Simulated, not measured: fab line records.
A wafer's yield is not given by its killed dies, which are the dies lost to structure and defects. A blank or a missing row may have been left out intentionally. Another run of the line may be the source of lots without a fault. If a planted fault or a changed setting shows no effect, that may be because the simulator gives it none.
Chamber matching -- flow n5 finfet -- rie diel-03 running N5_SDB_ETCH_18: 4 sister chambers
The step etches SOC in N2/H2, target depth 100 nm, overetch 20 nm, time 150 s. 4 wafers are shown with their chamber, then 8 later ones without.

## WAFERS PAIRED WITH THEIR CHAMBERS
wafer,chamber,showerhead plenum p Torr (Torr)
L076.4,0,2.53
L087.6,1,2.59
L089.6,2,2.60
L091.1,3,2.52

## WAFERS WHOSE CHAMBER IS MISSING
wafer,showerhead plenum p Torr (Torr)
L091.3,2.52
L091.6,2.59
L092.2,2.59
L092.4,2.52
L092.5,2.52
L094.1,2.58
L094.4,2.52
L094.5,2.59

## THE CHAMBER EACH PASSED THROUGH
wafer,from the rows above,in truth
L091.3,3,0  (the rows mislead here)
L091.6,1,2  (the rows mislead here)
L092.2,1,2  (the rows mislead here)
L092.4,3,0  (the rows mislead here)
L092.5,3,3
L094.1,1,1
L094.4,3,3
L094.5,1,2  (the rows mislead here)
Correctly placed: 3 of 8. Number that these rows cannot place: 0. Placed wrongly: 5.
How it was worked out, from the rows above alone: a wafer's distance from a chamber is the root of the sum, over the readings, of the square of ((its reading less the chamber's mean) divided by the reading's scatter). The wafer belongs to the nearest chamber; if the next one is less than 2 further off, it can't be placed. Each chamber's mean is taken over the wafers shown for it. The scatter (one wafer shown for each chamber): square how far every hidden wafer sits from the nearest shown wafer, average those squares and take the square root.
